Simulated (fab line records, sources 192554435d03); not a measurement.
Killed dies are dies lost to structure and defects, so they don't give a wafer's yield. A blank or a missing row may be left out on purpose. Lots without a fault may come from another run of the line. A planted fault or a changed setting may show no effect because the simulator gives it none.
fab line records | flow n5_finfet
record lots=7 wafers=21
route steps=1938 shown SDB@348 GATE_CUT@469 MOL_CONTACT_COAG@531 BEOL_M0_SAQP@635 BEOL_M0_CUTY@713 BEOL_M0@715
start_h: hours from the record's first day to the start of the lot's first wafer shown | wait_h: hours since the lot's step before | " the same as in the row above | L1.1+2: a row that stands for several wafers | - no value, or no start given | * or withheld: withheld | < > ~ a bound
route shown NAME@n: a module of which the file shows steps, and the number in the route of the first | usual: mean/standard deviation of fault-free wafers | same: alike in all rows | chamber/n: place in a boat | sites: the reading at each site | _std_site: their standard deviation | _edge_site: outer sites' mean less inner sites' | radius_mm: how far each site lies from the wafer's centre | mask NAME#n: copy n | behind: the tool/chamber that last shaped the wafer | hold: why the lot was held/for how many hours/how that ended | device: the transistor (n, p or np) that didn't switch | end of line: the same wafers' tests at the end of the route | a step without rows: its recipe alone | killed: dies lost to structure and defects at the first sort, not the wafer's yield | map: a wafer's dies, x killed, . not, _ none there
set.NAME: the setting as run; set.NAME@STEP: as run at that earlier step | model.NAME: the simulator's own value behind a step, which no gauge read
lots whose settings were changed on purpose; a table a step, a row a wafer
## steps
# step N5_SDB_COAT_03
# recipe resist=SOC temp_c=250 time_s=60 spin_rpm=1500 resist_thk_nm=100
# columns lot.wafer tool chamber start_h wait_h set.spin_rpm model.SOC_of_SDB_COAT_03.thk_nm
L078.1+6 litho_track-01 0 89.37 0.1 1436 102
L078.4 " 0 " " 1500 99.8
L079.2+3 litho_track-05 0 97.05 0.1 1500 100.2
L079.5 " 0 " " 1500 100.4
L082.4+5 litho_track-04 0 116.70 0.0 1500 100.4
L082.6 " 0 " " 1665 95.2
L083.2 litho_track-01 0 119.47 0.1 1627 96.2
L083.4 " 0 " " 1500 100.4
L083.6 " 0 " " 1500 99.8
L086.3 litho_track-04 0 140.21 0.1 1500 99.8
L086.5 " 0 " " 1500 99.6
L086.6 " 0 " " 1500 100
L093.1 litho_track-05 0 181.67 0.1 1640 96
L093.5 " 0 " " 1640 95.8
L093.6 " 0 " " 1500 100.4
L097.1 litho_track-01 0 206.99 0.1 1634 95.8
L097.5 " 0 " " 1500 99.6
L097.6 " 0 " " 1634 95.6
# step N5_SDB_COAT_04
# recipe resist=SiARC temp_c=220 time_s=60 spin_rpm=1500 resist_thk_nm=18
# step N5_SDB_COAT_05
# recipe resist=CAR-ArF spin_rpm=1500 resist_thk_nm=90
# step N5_SDB_DESCUM_16
# recipe chemistry=O2 time_s=7.9 source_power_w=50 bias_power_w=20 pressure_mtorr=20 rf_frequency_hz=2.712e+07 temp_c=40 resist=CAR-ArF o2_flow_sccm=225
# step N5_SDB_ETCH_17
# recipe chemistry=CF4 target=SiARC target_depth_a=234 mask_material=CAR-ArF time_s=39 ion_energy_ev=80 pressure_mtorr=40 source_w=545 bias_w=36 Ar_flow_sccm=100 cf4_flow_sccm=100 ends=cleared
# step N5_SDB_ETCH_18
# recipe chemistry=N2/H2 target=SOC target_depth_a=1000 overetch_a=200 mask_material=SiARC temp_c=40 time_s=150 ion_energy_ev=200 pressure_mtorr=30 source_w=840 bias_w=150 n2_flow_sccm=200 h2_flow_sccm=200
# columns lot.wafer tool chamber start_h wait_h set.spin_rpm@SDB_COAT_03 model.etch.depth_nm
L078.1 rie_diel-06 1 89.90 0.0 1436 102
L078.4 " 0 " " 1500 99.87
L078.6 " 0 " " 1436 102.1
L079.2 rie_diel-05 0 97.46 0.0 1500 100.2
L079.3 " 3 " " 1500 100.1
L079.5 " 0 " " 1500 100.4
L082.4+5 rie_diel-05 3,0 117.10 0.0 1500 100.5
L082.6 " 3 " " 1665 95.22
L083.2 rie_diel-06 1 120.00 0.0 1627 96.13
L083.4 " 3 " " 1500 100.5
L083.6 " 2 " " 1500 99.85
L086.3 rie_diel-06 2 140.74 0.0 1500 99.9
L086.5 " 3 " " 1500 99.65
L086.6 " 0 " " 1500 100.1
L093.1 rie_diel-06 1 182.09 0.0 1640 96.09
L093.5 " 2 " " 1640 95.87
L093.6 " 3 " " 1500 100.3
L097.1 rie_diel-06 2 207.52 0.0 1634 95.76
L097.5 " 0 " " 1500 99.7
L097.6 " 3 " " 1634 95.66
# step N5_SDB_STRIP_19
# recipe chemistry=N2/H2 temp_c=40 n2_flow_sccm=200 h2_flow_sccm=200 rf_frequency_hz=6e+07
# step N5_SDB_STRIP_21
# recipe chemistry=CF4 resist=SiARC power_w=300 bias_power_w=75 pressure_mtorr=50 cf4_flow_sccm=150 rf_frequency_hz=6e+07
# step N5_SDB_HM_OPEN_20
# recipe chemistry=CH3F/O2 target=SiNx mask_material=SOC target_depth_a=240 stop_on=poly-Si over_etch_frac=0.4 ion_energy_ev=120 pressure_mtorr=30 source_w=395 bias_w=73 Ar_flow_sccm=150 CH3F_flow_sccm=30 O2_flow_sccm=20
# columns lot.wafer tool chamber start_h wait_h set.spin_rpm@SDB_COAT_03 model.SOC_of_SDB_COAT_03.thk_nm
L078.1+6 rie_diel-06 1,0 90.06 0.0 1436 85.8
L078.4 " 0 " " 1500 83.6
L079.2 rie_diel-05 0 97.62 0.0 1500 84.2
L079.3 " 3 " " 1500 83.6
L079.5 " 0 " " 1500 84.4
L082.4 rie_diel-05 3 117.25 0.0 1500 83.8
L082.5 " 0 " " 1500 84.4
L082.6 " 3 " " 1665 78.6
L083.2 rie_diel-06 1 120.15 0.0 1627 80
L083.4 " 3 " " 1500 84.8
L083.6 " 2 " " 1500 84
L086.3+5+6 rie_diel-06 2,3,0 140.90 0.0 1500 84
L093.1+5 rie_diel-06 1,2 182.25 0.0 1640 80
L093.6 " 3 " " 1500 84.4
L097.1 rie_diel-06 2 207.67 0.0 1634 79.8
L097.5 " 0 " " 1500 83.6
L097.6 " 3 " " 1634 80
# step N5_SDB_STRIP_22
# recipe chemistry=N2/H2 power_w=1000 temp_c=250 h2_frac=0.65 overash_fraction=0.3 pressure_mtorr=withheld n2_flow_sccm=1750 h2_flow_sccm=3250
# usual strip_time_to_endpoint_s=96.4/0.36
# columns lot.wafer tool chamber start_h wait_h set.spin_rpm@SDB_COAT_03 strip_time_to_endpoint_s
L078.1 plasma_asher-01 1 90.14 0.1 1436 98.0
L078.4 " 1 " " 1500 95.8
L078.6 " 0 " " 1436 98.0
L079.2 plasma_asher-01 0 97.70 0.1 1500 96.4
L079.3 " 0 " " 1500 95.8
L079.5 " 0 " " 1500 96.5
L082.4 plasma_asher-01 0 117.38 0.1 1500 96.0
L082.5 " 0 " " 1500 96.6
L082.6 " 1 " " 1665 91.1
L083.2 plasma_asher-01 1 120.24 0.1 1627 92.4
L083.4 " 0 " " 1500 96.9
L083.6 " 0 " " 1500 96.2
L086.3 plasma_asher-01 1 141.02 0.1 1500 96.3
L086.5 " 1 " " 1500 96.2
L086.6 " 0 " " 1500 96.2
L093.1 plasma_asher-01 1 182.33 0.1 1640 92.4
L093.5 " 0 " " 1640 92.5
L093.6 " 1 " " 1500 96.7
L097.1 plasma_asher-01 1 207.76 0.1 1634 92.2
L097.5 " 0 " " 1500 95.8
L097.6 " 1 " " 1634 92.4
# step N5_GATE_CUT_ETCH_58
# recipe chemistry=CH3F/O2 target=SiNx target_depth_a=170 time_s=128.6 ion_energy_ev=50 pressure_mtorr=30 source_w=415 bias_w=21 Ar_flow_sccm=150 CH3F_flow_sccm=30 O2_flow_sccm=20
# usual rf_vpp_V=99.3/0.96
# columns lot.wafer tool chamber start_h wait_h set.bias_w rf_vpp_V
L078.1 rie_diel-04 0 103.51 0.0 17.26 87.3
L078.4 " 3 " " 21 97.4
L078.6 " 0 " " 17.26 87.5
L079.2 rie_diel-04 2 111.12 0.1 21 97.9
L079.3 " 3 " " 18.23 89.3
L079.5 " 3 " " 21 98.9
L082.4 rie_diel-03 0 131.33 0.0 21 98.8
L082.5 " 2 " " 22.16 104.2
L082.6 " 3 " " 22.16 102.5
L083.2 rie_diel-03 3 134.21 0.0 19.26 95.3
L083.4 " 2 " " 19.26 94.4
L083.6 " 2 " " 19.26 94.7
L086.3 rie_diel-04 1 154.74 0.0 21 99.3
L086.5 " 0 " " 21 99.7
L086.6 " 1 " " 21 98.4
L093.1 rie_diel-04 3 197.23 0.1 21 99.0
L093.5 " 1 " " 22.35 103.0
L093.6 " 2 " " 22.35 102.9
L097.1 rie_diel-03 0 221.28 0.0 21 99.8
L097.5 " 2 " " 21 99.6
L097.6 " 1 " " 21 99.5
# step N5_MOL_CONTACT_COAG_ETCH_105
# recipe chemistry=CF4 target=SiARC target_depth_a=156 mask_material=CAR-EUV time_s=26 ion_energy_ev=80 pressure_mtorr=40 source_w=545 bias_w=36 Ar_flow_sccm=100 cf4_flow_sccm=100 ends=cleared
# usual rf_vpp_V=184.5/1
# columns lot.wafer tool chamber start_h wait_h set.bias_w rf_vpp_V
L078.1 rie_diel-05 1 111.92 0.0 30.52 165.6
L078.4 " 2 " " 36 183.0
L078.6 " 2 " " 36 182.9
L079.2 rie_diel-02 1 118.33 0.0 31.87 169.3
L079.3 " 2 " " 36 183.9
L079.5 " 1 " " 31.87 170.4
L082.4 rie_diel-02 0 139.22 0.0 36 184.7
L082.5 " 1 " " 36 182.4
L082.6 " 2 " " 42.2 205.0
L083.2 rie_diel-02 1 141.97 0.0 36 183.1
L083.4 " 0 " " 36 185.0
L083.6 " 0 " " 36 185.3
L086.3 rie_diel-02 0 163.40 0.0 36 184.9
L086.5 " 3 " " 36 186.5
L086.6 " 2 " " 36 184.6
L093.1 rie_diel-02 0 204.98 0.0 31.74 172.0
L093.5 " 3 " " 36 185.0
L093.6 " 0 " " 31.74 170.3
L097.1 rie_diel-02 3 229.33 0.0 32.52 172.7
L097.5 " 2 " " 36 183.8
L097.6 " 3 " " 32.52 173.7
# step N5_MOL_CONTACT_COAG_COAT_34
# recipe resist=CAR-EUV spin_rpm=1500 resist_thk_nm=40
# columns lot.wafer tool chamber start_h wait_h set.spin_rpm model.CAR-EUV_of_MOL_CONTACT_COAG_COAT_34.thk_nm
L078.1 litho_track-02 0 - - 1661 37.8
L078.4 " 0 " " 1500 39.8
L078.6 " 0 " " 1661 37.6
L079.2+3+5 litho_track-04 0 - - 1500 40
L082.4 litho_track-01 0 - - 1500 39.8
L082.5 " 0 " " 1500 40
L082.6 " 0 " " 1639 38.2
L083.2+4+6 litho_track-01 0 - - 1500 40
L086.3+6 litho_track-01 0 - - 1500 40
L086.5 " 0 " " 1500 39.8
L093.1+5+6 litho_track-02 0 - - 1500 40
L097.1+6 litho_track-02 0 - - 1500 39.8
L097.5 " 0 " " 1500 40
# step N5_MOL_CONTACT_COAG_EBR_36
# recipe solvent=PGMEA ebr_width_mm=1.5
# step N5_MOL_CONTACT_COAG_SOFTBAKE_35
# recipe temp_c=110 time_s=60 resist=CAR-EUV
# step N5_MOL_CONTACT_COAG_DESCUM_45
# recipe chemistry=O2 time_s=7 source_power_w=50 bias_power_w=20 pressure_mtorr=20 rf_frequency_hz=2.712e+07 temp_c=40 resist=CAR-EUV o2_flow_sccm=225
# columns lot.wafer tool chamber start_h wait_h set.spin_rpm@MOL_CONTACT_COAG_COAT_34 model.CAR-EUV_of_MOL_CONTACT_COAG_COAT_34.thk_nm
L078.1 rie_diel-02 0 123.87 0.1 1661 33.8
L078.4 " 1 " " 1500 36
L078.6 " 0 " " 1661 33.6
L079.2+3 rie_diel-06 2,0 128.44 0.0 1500 36.2
L079.5 " 1 " " 1500 36
L082.4+5 rie_diel-02 1,3 153.87 0.0 1500 36
L082.6 " 2 " " 1639 34.2
L083.2+4 rie_diel-05 2,3 154.32 0.0 1500 36
L083.6 " 1 " " 1500 36.2
L086.3+6 rie_diel-06 2 175.99 0.0 1500 36
L086.5 " 1 " " 1500 35.8
L093.1+5+6 rie_diel-06 0,0,3 215.88 0.0 1500 36
L097.1+6 rie_diel-02 2,0 243.21 0.0 1500 35.8
L097.5 " 1 " " 1500 36
# step N5_MOL_CONTACT_COAG_ETCH_65
# recipe chemistry=N2/H2 target=underlayer target_depth_a=130 mask_material=CAR-EUV time_s=10.4 ion_energy_ev=200 pressure_mtorr=30 source_w=840 bias_w=150 n2_flow_sccm=200 h2_flow_sccm=200 ends=cleared
# columns lot.wafer tool chamber start_h wait_h set.spin_rpm@MOL_CONTACT_COAG_COAT_34 model.CAR-EUV_of_MOL_CONTACT_COAG_COAT_34.thk_nm
L078.1 rie_diel-02 0 123.90 0.0 1661 22.6
L078.4 " 1 " " 1500 24.6
L078.6 " 0 " " 1661 22.4
L079.2 rie_diel-06 2 128.47 0.0 1500 24.8
L079.3+5 " 0,1 " " 1500 24.6
L082.4 rie_diel-02 1 153.89 0.0 1500 24.4
L082.5 " 3 " " 1500 24.6
L082.6 " 2 " " 1639 22.6
L083.2+4+6 rie_diel-05 2,3,1 154.35 0.0 1500 24.6
L086.3+6 rie_diel-06 2 176.03 0.0 1500 24.8
L086.5 " 1 " " 1500 24.4
L093.1+5+6 rie_diel-06 0,0,3 215.92 0.0 1500 24.6
L097.1+5+6 rie_diel-02 2,1,0 243.25 0.0 1500 24.4
# step N5_BEOL_M0_SAQP_PECVD_03
# recipe material=SiCN target_thk_a=120 temp_c=withheld precursor=3MS/NH3 pressure_torr=3 rf_w=202 time_s=21.1
# columns lot.wafer tool chamber start_h wait_h set.time_s model.SiCN_of_BEOL_M0_SAQP_PECVD_03.thk_nm
L078.1 pecvd-03 1 129.38 0.1 21.1 11.8
L078.4 " 1 " " 21.1 12.2
L078.6 " 2 " " 23.03 13.2
L079.2+3 pecvd-04 0,2 136.24 0.1 22.13 12.4
L079.5 " 1 " " 21.1 12
L082.4 pecvd-03 2 159.70 0.0 21.1 12
L082.5+6 " 1,0 " " 18.44 10.4
L083.2+4 pecvd-02 0,2 162.66 0.1 23.69 13.4
L083.6 " 1 " " 21.1 11.8
L086.3 pecvd-04 1 184.26 0.1 21.1 11.8
L086.5+6 " 0,1 " " 21.1 12
L093.1 pecvd-02 0 221.76 0.1 19.25 11
L093.5 " 0 " " 19.25 11.2
L093.6 " 2 " " 21.1 12.2
L097.1 pecvd-03 2 252.21 0.1 23.52 13
L097.5 " 2 " " 21.1 12
L097.6 " 0 " " 23.52 13.2
# step N5_BEOL_M0_SAQP_SPACER2_ALD_26
# recipe material=SiO2 target_thk_a=150 temp_c=300 ald_precursor_family=BDEAS ald_co_reactant=O2-plasma pulse_time_s=1 purge_time_s=2 co_reactant_purge_time_s=2 pressure_torr=2
# columns lot.wafer tool chamber start_h wait_h set.target_thk_a model.SiO2_of_BEOL_M0_SAQP_SPACER2_ALD_26.thk_nm
L078.1 ald_sin-03 0 132.62 0.1 170.2 17
L078.4+6 " 2,1 " " 150 15
L079.2+3+5 ald_sin-03 3,2,2 139.86 0.1 150 15
L082.4+6 ald_sin-03 1,3 163.05 0.1 150 15
L082.5 " 2 " " 159.2 16
L083.2 ald_sin-02 0 166.10 0.1 150 15
L083.4+6 " 1,2 " " 162.1 16.2
L086.3+5 ald_sin-01 1,0 190.72 0.5 150 14.8
L086.6 " 1 " " 150 15
L093.1+6 ald_sin-02 1,2 225.30 0.1 150 15
L093.5 " 3 " " 162.9 16.4
L097.1+5 ald_sin-03 3,0 257.19 1.4 150 15
L097.6 " 1 " " 142.4 14.2
# step N5_BEOL_M0_SAQP_SPACER2_ETCHBACK_27
# recipe chemistry=CHF3/O2 mode=anisotropic_etchback target=SiO2 target_depth_a=225 time_s=11.25 pressure_mtorr=30 source_w=650 bias_w=170 Ar_flow_sccm=200 CHF3_flow_sccm=50 O2_flow_sccm=5 ion_energy_ev=200
# step N5_BEOL_M0_SAQP_MANDREL2_REMOVE_110
# recipe chemistry=HBr/Cl2/O2 bt_time_s=10 target=a-Si stop_on=SiCN endpoint=OES-SiCl over_etch_frac=1 icp_w=600 bias_w=30 HBr_flow_sccm=150 Cl2_flow_sccm=80 O2_flow_sccm=5 pressure_mtorr=10
# columns lot.wafer tool chamber start_h wait_h set.target_thk_a@BEOL_M0_SAQP_SPACER2_ALD_26 model.BEOL_M0_SAQP.cd_nm
L078.1 rie_si-05 2 133.35 0.1 170.2 17
L078.4+6 " 3,0 " " 150 15
L079.2+5 rie_si-03 3,1 140.50 0.1 150 15
L079.3 " 1 " " 150 14.8
L082.4 rie_si-03 1 163.68 0.1 150 14.8
L082.5 " 2 " " 159.2 15.8
L082.6 " 1 " " 150 15
L083.2 rie_si-03 3 166.73 0.1 150 15
L083.4 " 0 " " 162.1 16.2
L083.6 " 2 " " 162.1 16
L086.3+5+6 rie_si-05 1,1,0 191.36 0.1 150 14.8
L093.1+6 rie_si-06 0 225.98 0.1 150 15
L093.5 " 3 " " 162.9 16.2
L097.1 rie_si-05 1 258.10 0.1 150 15
L097.5 " 0 " " 150 14.8
L097.6 " 1 " " 142.4 14.2
# step N5_BEOL_M0_SAQP_CD_MEAS_29
# recipe target_cd_nm=14.4 landing_energy_ev=1000 detector=se_inlens
# usual cd_nm=14.95/0.21
# columns lot.wafer tool chamber start_h wait_h set.target_thk_a@BEOL_M0_SAQP_SPACER2_ALD_26 cd_nm
L078.1 cd_sem-02 0 133.46 0.1 170.2 16.91
L078.4 " 0 " " 150 15.20
L078.6 " 0 " " 150 15.39
L079.2 cd_sem-01 0 140.61 0.1 150 15.09
L079.3 " 0 " " 150 14.34
L079.5 " 0 " " 150 14.84
L082.4 cd_sem-03 0 163.80 0.1 150 14.66
L082.5 " 0 " " 159.2 15.96
L082.6 " 0 " " 150 14.70
L083.2 cd_sem-03 0 166.85 0.1 150 15.23
L083.4 " 0 " " 162.1 16.22
L083.6 " 0 " " 162.1 16.08
L086.3 cd_sem-02 0 191.47 0.1 150 14.53
L086.5 " 0 " " 150 14.78
L086.6 " 0 " " 150 14.98
L093.1 cd_sem-02 0 226.09 0.1 150 14.84
L093.5 " 0 " " 162.9 15.85
L093.6 " 0 " " 150 14.82
L097.1 cd_sem-01 0 258.22 0.1 150 15.21
L097.5 " 0 " " 150 14.83
L097.6 " 0 " " 142.4 14.35
# step N5_BEOL_M0_SAQP_COAT_87
# recipe resist=underlayer temp_c=205 time_s=60 spin_rpm=1500 resist_thk_nm=5
# columns lot.wafer tool chamber start_h wait_h set.temp_c
L078.1+6 litho_track-02 0 - - 212.8
L078.4 " 0 " " 205
L079.2+3 litho_track-02 0 - - 205
L079.5 " 0 " " 209.9
L082.4+5+6 litho_track-03 0 - - 205
L083.2+6 litho_track-03 0 - - 199.9
L083.4 " 0 " " 205
L086.3+5+6 litho_track-05 0 - - 205
L093.1+5+6 litho_track-02 0 - - 205
L097.1 litho_track-03 0 - - 205
L097.5+6 " 0 " " 211.5
# step N5_BEOL_M0_SAQP_COAT_34
# recipe resist=CAR-EUV spin_rpm=1500 resist_thk_nm=30
# step N5_BEOL_M0_SAQP_EBR_36
# recipe solvent=PGMEA ebr_width_mm=1.5
# step N5_BEOL_M0_CUTY_ETCH_63
# recipe chemistry=N2/H2 target=SOC target_depth_a=827 overetch_a=165 mask_material=SiARC temp_c=40 ion_energy_ev=200 time_s=124 pressure_mtorr=30 source_w=840 bias_w=150 n2_flow_sccm=200 h2_flow_sccm=200
# step N5_BEOL_M0_CUTY_STRIP_64
# recipe chemistry=N2/H2 temp_c=40 n2_flow_sccm=200 h2_flow_sccm=200 rf_frequency_hz=6e+07
# step N5_BEOL_M0_ETCH_138
# recipe chemistry=CH3F/O2 target_depth_a=120 target=SiCN time_s=31.6 ion_energy_ev=120 pressure_mtorr=30 source_w=395 bias_w=75 Ar_flow_sccm=150 CH3F_flow_sccm=30 O2_flow_sccm=20 ends=cleared
# columns lot.wafer tool chamber start_h wait_h set.target_thk_a@BEOL_M0_SAQP_SPACER2_ALD_26 model.SiO2_of_BEOL_M0_SAQP_SPACER2_ALD_26.thk_nm
L078.1 rie_diel-06 2 135.45 0.0 170.2 7.2
L078.4 " 0 " " 150 5
L078.6 " 2 " " 150 4.8
L079.2+5 rie_diel-06 2,1 143.19 0.0 150 5.2
L079.3 " 3 " " 150 5
L082.4 rie_diel-02 1 166.00 0.0 150 5.2
L082.5 " 3 " " 159.2 6.4
L082.6 " 0 " " 150 5.6
L083.2 rie_diel-06 3 168.78 0.0 150 5
L083.4 " 0 " " 162.1 6
L083.6 " 0 " " 162.1 6.4
L086.3+6 rie_diel-06 2,1 193.62 0.0 150 5
L086.5 " 2 " " 150 5.2
L093.1 rie_diel-05 1 228.17 0.0 150 5.4
L093.5 " 3 " " 162.9 6.6
L093.6 " 2 " " 150 5.2
L097.1 rie_diel-05 2 260.45 0.0 150 5
L097.5 " 0 " " 150 5.2
L097.6 " 3 " " 142.4 4
# step N5_BEOL_M0_HM_OPEN_105
# recipe chemistry=Cl2/BCl3 target_depth_a=120 target=TiN ion_energy_ev=150 pressure_mtorr=10 icp_w=1000 bias_w=126 Cl2_flow_sccm=53.25 bcl3_flow_sccm=21.75 Ar_flow_sccm=25
# columns lot.wafer tool chamber start_h wait_h set.target_thk_a@BEOL_M0_SAQP_SPACER2_ALD_26 model.SiO2_of_BEOL_M0_SAQP_SPACER2_ALD_26.thk_nm
L078.1 rie_metal-02 1 138.32 2.8 170.2 4.8
L078.4 " 0 " " 150 2.6
L078.6 " 1 " " 150 2.4
L079.2 rie_metal-01 1 148.02 4.8 150 2.6
L079.3+5 " 0 " " 150 2.8
L082.4 rie_metal-03 0 167.04 1.0 150 2.8
L082.5 " 0 " " 159.2 4
L082.6 " 0 " " 150 3.2
L083.2 rie_metal-02 0 169.61 0.8 150 2.6
L083.4 " 1 " " 162.1 3.6
L083.6 " 1 " " 162.1 4
L086.3+6 rie_metal-03 0,1 196.76 3.1 150 2.6
L086.5 " 0 " " 150 2.8
L093.1 rie_metal-01 0 228.92 0.7 150 3
L093.5 " 0 " " 162.9 4.2
L093.6 " 1 " " 150 2.8
L097.1 rie_metal-01 0 261.09 0.6 150 2.6
L097.5 " 0 " " 150 2.8
L097.6 " 1 " " 142.4 1.8
## key
split step=N5_SDB_COAT_03 setting=spin_rpm stated=1500 by=wafer
response step=N5_SDB_COAT_03 reading=model.SOC_of_SDB_COAT_03.thk_nm change=-0.467 per=1% r=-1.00
response step=N5_SDB_ETCH_18 reading=model.etch.depth_nm change=-0.468 per=1% r=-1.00
response step=N5_SDB_HM_OPEN_20 reading=model.SOC_of_SDB_COAT_03.thk_nm change=-0.48 per=1% r=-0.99
response step=N5_SDB_STRIP_22 reading=strip_time_to_endpoint_s change=* per=1% r=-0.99
split step=N5_GATE_CUT_ETCH_58 setting=bias_w stated=21 by=wafer
response step=N5_GATE_CUT_ETCH_58 reading=rf_vpp_V change=+0.617 per=1% r=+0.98
split step=N5_MOL_CONTACT_COAG_ETCH_105 setting=bias_w stated=36 by=wafer
response step=N5_MOL_CONTACT_COAG_ETCH_105 reading=rf_vpp_V change=+1.19 per=1% r=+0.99
split step=N5_MOL_CONTACT_COAG_COAT_34 setting=spin_rpm stated=1500 by=wafer
response step=N5_MOL_CONTACT_COAG_COAT_34 reading=model.CAR-EUV_of_MOL_CONTACT_COAG_COAT_34.thk_nm change=-0.19 per=1% r=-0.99
response step=N5_MOL_CONTACT_COAG_DESCUM_45 reading=model.CAR-EUV_of_MOL_CONTACT_COAG_COAT_34.thk_nm change=-0.206 per=1% r=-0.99
response step=N5_MOL_CONTACT_COAG_ETCH_65 reading=model.CAR-EUV_of_MOL_CONTACT_COAG_COAT_34.thk_nm change=-0.2 per=1% r=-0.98
split step=N5_BEOL_M0_SAQP_PECVD_03 setting=time_s stated=21.1 by=wafer
response step=N5_BEOL_M0_SAQP_PECVD_03 reading=model.SiCN_of_BEOL_M0_SAQP_PECVD_03.thk_nm change=+0.12 per=1% r=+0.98
split step=N5_BEOL_M0_SAQP_SPACER2_ALD_26 setting=target_thk_a stated=150 by=wafer
response step=N5_BEOL_M0_SAQP_SPACER2_ALD_26 reading=model.SiO2_of_BEOL_M0_SAQP_SPACER2_ALD_26.thk_nm change=+0.153 per=1% r=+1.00
response step=N5_BEOL_M0_SAQP_MANDREL2_REMOVE_110 reading=model.BEOL_M0_SAQP.cd_nm change=+0.144 per=1% r=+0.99
response step=N5_BEOL_M0_SAQP_CD_MEAS_29 reading=cd_nm change=+0.128 per=1% r=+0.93
response step=N5_BEOL_M0_ETCH_138 reading=model.SiO2_of_BEOL_M0_SAQP_SPACER2_ALD_26.thk_nm change=+0.166 per=1% r=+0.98
response step=N5_BEOL_M0_HM_OPEN_105 reading=model.SiO2_of_BEOL_M0_SAQP_SPACER2_ALD_26.thk_nm change=+0.163 per=1% r=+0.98
split step=N5_BEOL_M0_SAQP_COAT_87 setting=temp_c stated=205 by=wafer
response none clear
